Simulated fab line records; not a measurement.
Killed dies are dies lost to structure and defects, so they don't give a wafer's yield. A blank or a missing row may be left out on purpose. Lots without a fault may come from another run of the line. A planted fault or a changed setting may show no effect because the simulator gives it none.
fab line records	flow n5_finfet
[record] lots = 11	wafers = 32	last_day = 16
route steps=1938 shown MOL_CONTACT_COAG@528 BEOL_M4@1111 PASSIVATION@1936
lots untouched by any fault: they come from a run of this same line in which no faults occurred
start_h: the number of hours between the record's first day and the start of the first shown wafer of the lot	wait_h: hours from the lot's prior step to this one	" unchanged from the row above	L1.1+2: one row covering several wafers at once	- no value, or no start was given	* or withheld: withheld	< > ~ a bound
route shown NAME@n: a module of which the file shows steps, and the number in the route of the first	usual: mean/standard deviation taken from wafers without a fault	same: alike in all rows	chamber/n: place in a boat	sites: per-site readings	_std_site: how widely they spread, as a standard deviation	_edge_site: mean of outer sites minus mean of inner sites	radius_mm: how far each site lies from the wafer's centre	mask NAME#n: copy n	behind: the most recent tool/chamber to have shaped the wafer	hold: cause of the lot's hold/its duration in hours/its outcome	device: which transistor (n, p or np) failed to switch	end of line: the tests these same wafers got at the end of their route	step lacking rows: just its recipe	killed: count of dies lost to structure and defects at first sort (not the wafer's yield)	map: shows each die of a wafer: x if killed, . if not, _ if none is there
set.NAME: the setting the step ran with; set.NAME@STEP: the setting that earlier step ran with	model.NAME: the simulator's own value behind a step, which no gauge read
the route's steps for a sample of lots (tables are steps, rows are wafers)
services: when a tool's chamber went out of use (start_h, in hours from the record's first day, below 0 if earlier), for how many hours, and the reason
[[steps]]
[step N5_MOL_CONTACT_COAG_INSPECT_10]
[recipe] mode = adi	inspect_instrument = brightfield
[usual] raw_defect_count = 65/31
lot.wafer	tool	chamber	start_h	wait_h	raw_defect_count
L766.3	defect_inspect-01	-	105.80	0.0	41
L766.4	"	-	"	"	47
L766.6	"	-	"	"	40
L767.1	defect_inspect-01	-	107.98	0.1	108
L767.2	"	-	"	"	124
L767.3	"	-	"	"	65
L768.1	defect_inspect-01	-	114.15	0.1	60
L768.2	"	-	"	"	80
L768.5	"	-	"	"	51
L771.2	defect_inspect-01	-	132.53	0.0	58
L771.3	"	-	"	"	101
L771.4	"	-	"	"	113
L774.2	defect_inspect-02	-	149.11	0.0	78
L774.3	"	-	"	"	76
L774.6	"	-	"	"	70
L775.3	defect_inspect-02	-	156.43	0.0	36
L775.6	"	-	"	"	53
L777.1	defect_inspect-02	-	167.02	0.1	64
L777.2	"	-	"	"	42
L777.5	"	-	"	"	59
L778.1	defect_inspect-02	-	175.31	0.1	39
L778.5	"	-	"	"	71
L778.6	"	-	"	"	55
L779.1	defect_inspect-01	-	177.78	0.1	99
L779.2	"	-	"	"	42
L779.6	"	-	"	"	62
L780.1	defect_inspect-02	-	182.75	0.1	45
L780.4	"	-	"	"	25
L780.5	"	-	"	"	29
L781.1	defect_inspect-02	-	191.49	0.1	74
L781.4	"	-	"	"	71
L781.5	"	-	"	"	30
[step N5_MOL_CONTACT_COAG_IMPLANT_129]
[recipe] species = Ge	energy_kev = 3	dose_cm2 = 6e+14	tilt_deg = 0	rotation_deg = 0
[usual] beam_energy_keV = 3.0002/0.00087	end_station_pressure_torr = 5.96e-06/2.9e-07	rotation_deg = -0.004/0.019
lot.wafer	tool	chamber	start_h	wait_h	beam_energy_keV	end_station_pressure_torr	rotation_deg
L766.3	implanter-02	0	106.33	0.1	3.0008	5.72e-06	-0.021
L766.4	"	0	"	"	3.0010	5.86e-06	-0.005
L766.6	"	0	"	"	3.0011	5.74e-06	-0.019
L767.1	implanter-01	0	108.60	0.0	3.0004	6.3e-06	0.000
L767.2	"	0	"	"	3.0010	6.1e-06	0.020
L767.3	"	0	"	"	3.0002	6.01e-06	0.016
L768.1	implanter-02	0	114.62	0.0	2.9993	6.08e-06	0.011
L768.2	"	0	"	"	2.9994	5.82e-06	0.000
L768.5	"	0	"	"	2.9999	5.32e-06	0.012
L771.2	implanter-01	0	133.02	0.1	3.0000	6.42e-06	-0.018
L771.3	"	0	"	"	2.9998	6.28e-06	0.001
L771.4	"	0	"	"	3.0003	6.03e-06	0.001
L774.2	implanter-02	0	149.60	0.1	2.9998	5.66e-06	0.009
L774.3	"	0	"	"	3.0004	6.13e-06	0.039
L774.6	"	0	"	"	2.9998	5.97e-06	0.010
L775.3	implanter-02	0	156.95	0.1	3.0002	6.88e-06	-0.003
L775.6	"	0	"	"	3.0022	6.26e-06	-0.037
L777.1	implanter-02	0	167.48	0.0	3.0004	6.15e-06	0.022
L777.2	"	0	"	"	3.0010	5.46e-06	0.006
L777.5	"	0	"	"	2.9997	6.24e-06	0.039
L778.1	implanter-01	0	175.78	0.0	3.0006	6.16e-06	0.006
L778.5	"	0	"	"	3.0008	5.72e-06	0.014
L778.6	"	0	"	"	3.0001	6.43e-06	0.021
L779.1	implanter-01	0	178.46	0.0	6.6533	1.043e-05	0.002
L779.2	"	0	"	"	6.6534	1.138e-05	-0.002
L779.6	"	0	"	"	6.6533	1.052e-05	-0.019
L780.1	implanter-02	0	183.55	0.4	3.0022	6.26e-06	0.012
L780.4	"	0	"	"	3.0002	6.22e-06	-0.022
L780.5	"	0	"	"	3.0011	6.16e-06	0.014
L781.1	implanter-01	0	192.47	0.0	6.6531	1.07e-05	0.001
L781.4	"	0	"	"	6.6540	1.059e-05	-0.029
L781.5	"	0	"	"	6.6542	1.114e-05	0.017
[step N5_MOL_CONTACT_COAG_SPUTTER_143]
[recipe] material = Co	target_thk_a = 25	temp_c = 25	chamber_pressure_pa = 0.2
[usual] throttle_valve_pct = 29.9/1.1
lot.wafer	tool	chamber	start_h	wait_h	throttle_valve_pct
L766.3	pvd_sputter-03	-	108.37	0.0	30.7
L766.4	"	-	"	"	30.5
L766.6	"	-	"	"	29.5
L767.1	pvd_sputter-01	-	110.86	0.0	32.2
L767.2	"	-	"	"	28.9
L767.3	"	-	"	"	29.9
L768.1	pvd_sputter-01	-	118.99	0.0	29.2
L768.2	"	-	"	"	30.2
L768.5	"	-	"	"	32.4
L771.2	pvd_sputter-03	-	136.04	0.0	30.5
L771.3	"	-	"	"	29.0
L771.4	"	-	"	"	29.4
L774.2	pvd_sputter-03	-	152.42	0.0	30.5
L774.3	"	-	"	"	29.6
L774.6	"	-	"	"	29.3
L775.3	pvd_sputter-02	-	158.95	0.0	29.0
L775.6	"	-	"	"	28.9
L777.1	pvd_sputter-01	-	170.92	0.0	29.9
L777.2	"	-	"	"	30.6
L777.5	"	-	"	"	29.1
L778.1	pvd_sputter-02	-	177.87	0.0	28.5
L778.5	"	-	"	"	29.4
L778.6	"	-	"	"	29.2
L779.1	pvd_sputter-02	-	181.91	0.0	29.4
L779.2	"	-	"	"	28.9
L779.6	"	-	"	"	29.2
L780.1	pvd_sputter-01	-	186.51	0.0	32.2
L780.4	"	-	"	"	29.2
L780.5	"	-	"	"	30.7
L781.1	pvd_sputter-02	-	194.47	0.0	29.3
L781.4	"	-	"	"	29.6
L781.5	"	-	"	"	29.1
[step N5_MOL_CONTACT_COAG_SPUTTER_130]
[recipe] material = Co	target_thk_a = 475	temp_c = 25	chamber_pressure_pa = 0.5	power_w = 3000
[usual] throttle_valve_pct = 29.8/0.95
lot.wafer	tool	chamber	start_h	wait_h	throttle_valve_pct
L766.3	pvd_sputter-01	-	110.70	0.0	32.4
L766.4	"	-	"	"	30.1
L766.6	"	-	"	"	29.1
L767.1	pvd_sputter-02	-	113.78	0.0	29.6
L767.2	"	-	"	"	29.2
L767.3	"	-	"	"	28.4
L768.1	pvd_sputter-03	-	122.37	0.0	30.5
L768.2	"	-	"	"	29.2
L768.5	"	-	"	"	29.2
L771.2	pvd_sputter-02	-	138.89	0.0	29.4
L771.3	"	-	"	"	29.4
L771.4	"	-	"	"	28.1
L774.2	pvd_sputter-03	-	154.42	0.0	28.9
L774.3	"	-	"	"	29.4
L774.6	"	-	"	"	29.2
L775.3	pvd_sputter-03	-	161.96	0.0	30.7
L775.6	"	-	"	"	30.6
L777.1	pvd_sputter-03	-	172.76	0.0	30.6
L777.2	"	-	"	"	30.5
L777.5	"	-	"	"	29.2
L778.1	pvd_sputter-02	-	181.39	0.0	28.9
L778.5	"	-	"	"	28.8
L778.6	"	-	"	"	29.2
L779.1	pvd_sputter-01	-	185.91	0.0	30.7
L779.2	"	-	"	"	29.4
L779.6	"	-	"	"	32.1
L780.1	pvd_sputter-03	-	190.02	0.0	29.2
L780.4	"	-	"	"	30.1
L780.5	"	-	"	"	30.2
L781.1	pvd_sputter-01	-	198.66	0.0	30.7
L781.4	"	-	"	"	30.2
L781.5	"	-	"	"	29.7
[step N5_BEOL_M4_RC_MEAS_101]
[usual] DIBL_N = 36.9/1.7	DIBL_P = 37.3/2.3	IOFF_N = 0.16/0.033	IOFF_P = 0.22/0.04	ION_N = 673/12	ION_P = 463/8	SS_N = 71.6/0.58	SS_P = 73.4/0.74	VT_N = 250/3.2	VT_P = -250/3.4
lot.wafer	tool	chamber	start_h	wait_h	DIBL_N[mV/V]	DIBL_P[mV/V]	IOFF_N[nA/um]	IOFF_P[nA/um]	ION_N[uA/um]	ION_P[uA/um]	SS_N[mV/dec]	SS_P[mV/dec]	VT_N[mV]	VT_P[mV]
L767.1	prober-02	0	186.13	0.0	37.3	38.3	0.18	0.23	676	460	72.1	73.7	249	-249
L767.2	"	0	"	"	36.1	37.8	0.16	0.22	668	464	71.6	72.9	252	-250
L767.3	"	0	"	"	36.7	38.3	0.18	0.24	684	475	72.0	72.8	247	-249
L766.3	prober-02	0	190.68	0.3	39.3	42.2	0.25	0.33	684	475	72.0	73.5	245	-245
L766.4	"	0	"	"	38.8	40.3	0.20	0.28	681	465	71.8	74.5	248	-247
L766.6	"	0	"	"	36.7	38.6	0.17	0.25	695	480	72.0	72.9	250	-247
L768.1	prober-01	0	194.08	0.0	38.5	38.0	0.19	0.23	677	456	72.2	73.7	247	-252
L768.2	"	0	"	"	35.9	34.2	0.13	0.18	656	452	71.5	72.1	252	-255
L768.5	"	0	"	"	35.7	33.9	0.14	0.17	658	446	71.7	72.0	253	-257
L771.2	prober-01	0	218.35	0.2	40.5	41.6	0.24	0.30	687	473	72.5	74.3	245	-245
L771.3	"	0	"	"	37.7	37.0	0.17	0.21	668	462	71.4	73.4	249	-250
L771.4	"	0	"	"	36.3	35.5	0.14	0.19	661	454	71.3	72.9	251	-251
L774.2	prober-02	0	225.60	0.2	38.0	39.0	0.20	0.30	690	487	71.6	73.9	245	-242
L774.3	"	0	"	"	37.7	38.5	0.17	0.29	669	474	71.6	74.0	251	-245
L774.6	"	0	"	"	37.2	37.2	0.16	0.25	673	471	71.3	72.9	251	-245
L775.3	prober-01	0	242.60	0.3	38.1	37.6	0.16	0.21	661	458	71.7	73.0	249	-251
L775.6	"	0	"	"	36.4	37.6	0.15	0.22	681	473	71.1	73.7	250	-247
L777.1	prober-01	0	254.55	0.0	38.1	38.6	0.20	0.26	680	467	71.4	74.6	246	-248
L777.2	"	0	"	"	38.3	38.1	0.19	0.25	689	469	71.6	73.7	245	-248
L777.5	"	0	"	"	38.3	37.8	0.18	0.24	686	465	72.5	73.2	245	-248
L778.1	prober-02	0	254.92	0.0	38.1	37.7	0.17	0.26	676	469	71.7	73.6	250	-247
L778.5	"	0	"	"	38.0	36.8	0.17	0.22	674	462	71.7	73.1	248	-252
L778.6	"	0	"	"	36.9	36.9	0.17	0.24	699	477	71.6	73.4	249	-249
L779.1	prober-01	0	261.93	0.0	35.4	36.1	0.13	0.17	681	464	71.1	73.3	253	-258
L779.2	"	0	"	"	35.7	36.8	0.13	0.18	649	448	71.7	73.2	256	-255
L779.6	"	0	"	"	35.7	36.9	0.13	0.18	668	458	71.7	73.1	252	-254
L780.1	prober-02	0	267.15	0.0	36.6	36.8	0.16	0.22	674	465	72.5	73.8	251	-250
L780.4	"	0	"	"	34.0	33.8	0.12	0.17	660	457	71.4	72.9	254	-254
L780.5	"	0	"	"	36.0	36.7	0.16	0.21	693	469	71.6	73.8	249	-249
L781.1	prober-01	0	273.88	0.0	37.3	38.6	0.18	0.22	677	459	72.3	73.4	249	-251
L781.4	"	0	"	"	36.8	38.4	0.18	0.24	675	459	71.2	73.5	249	-249
L781.5	"	0	"	"	36.2	38.2	0.16	0.22	668	456	71.0	73.0	252	-249
[step N5_PASSIVATION_PROBE_49]
[usual] defect_limited_yield = 91.2/1.3	killed_at_M0_to_M3 = 34/10	killed_at_M4_up = 13/4.6	killed_at_contacts = 13/5.5	killed_at_front_end = 41/12	killed_at_other = 2.8/2.4	killed_dies = 104/16	killed_open = 67/12	killed_short = 33/7.2	sort_bin_5_function = 5.1/0.86	sort_bin_6_memory = 3.3/0.62	sort_bin_8_speed = 0.00/0.014	sort_n_pass = 1076/16
[same] gross_dies = 1180	killed_at_back_side = 0	sort_bin_4_leakage[%] = 0
lot.wafer	tool	chamber	start_h	wait_h	defect_limited_yield[%]	killed_at_M0_to_M3	killed_at_M4_up	killed_at_contacts	killed_at_front_end	killed_at_other	killed_dies	killed_open	killed_short	sort_bin_5_function[%]	sort_bin_6_memory[%]	sort_bin_8_speed[%]	sort_n_pass
L778.1	prober-02	-	358.99	0.0	90.9	38	13	11	45	0	107	65	38	5.1	3.4	0	1073
L778.5	prober-02	-	359.19	0.2	90.8	30	18	5	55	0	108	74	32	5.9	2.9	0	1072
L778.6	prober-02	-	359.24	0.3	90.7	24	14	16	55	1	110	69	31	5.6	2.6	0	1070
// killed by level:class
L778.1 STI_FIN_REVEAL:geometric_particle:open=9 BEOL_M1:geometric_particle:open=8 BEOL_M0_SAQP:geometric_particle:open=7 FIN_SAQP:geometric_particle:open=6 MOL_CONTACT_COAG:geometric_particle:short=6 BEOL_M2:geometric_particle:open=6 DUMMY_GATE:geometric_particle:open=5 GATE_CUT:geometric_particle:short=5
L778.5 STI_FIN_REVEAL:geometric_particle:open=13 BEOL_M0_SAQP:geometric_particle:short=10 GATE_CUT:geometric_particle:short=10 BEOL_M0_SAQP:geometric_particle:open=9 GATE_CUT:geometric_particle:open=8 BEOL_M4:geometric_particle:open=7 MOL_CONTACT_COAG:geometric_particle:open=5 DUMMY_GATE:geometric_particle:open=5
L778.6 MOL_CONTACT_COAG:geometric_particle:open=12 GATE_CUT:geometric_particle:short=11 BEOL_M4:geometric_particle:open=10 STI_FIN_REVEAL:geometric_particle:open=9 FIN_SAQP:geometric_particle:open=8 HKMG_FIN:area_etch=8 BEOL_M3:geometric_particle:open=7 FIN_SAQP:geometric_particle:short=5
[[services]]
tool	chamber	start_h	hours	kind
pvd_sputter-01	-	94.72	1.8	repair
implanter-01	-	142.46	17.0	pm
pvd_sputter-03	-	157.71	0.7	repair
implanter-02	-	178.04	0.7	repair
implanter-02	-	179.59	2.7	pm
implanter-01	-	182.43	5.2	pm
implanter-02	-	184.97	4.1	repair
[[key]]
[first_sign] step = N5_MOL_CONTACT_COAG_IMPLANT_129	reading = beam_energy_keV	direction = up	sigmas = 99+	usual = 3.0002	struck = 6.6535
[effect] step = N5_MOL_CONTACT_COAG_IMPLANT_129	reading = end_station_pressure_torr	direction = up	sigmas = 17	usual = 5.96e-06	struck = 1.079e-05
met_at N5_MOL_CONTACT_COAG_IMPLANT_129
struck_lots L779,L781
not_acting_at N5_MOL_CONTACT_COAG_INSPECT_10,N5_MOL_CONTACT_COAG_SPUTTER_143,N5_MOL_CONTACT_COAG_SPUTTER_130
onset_between 175.78 178.46
[fault] kind = process_parameter_drift	tool = implanter-01	chamber = -	onset_h = 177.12	steps = N5_MOL_CONTACT_COAG_IMPLANT_129	channel = energy_kev	offset = 3.6535	shape = step	end_h = 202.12	acts_in = these_recipes_only	stated = 3
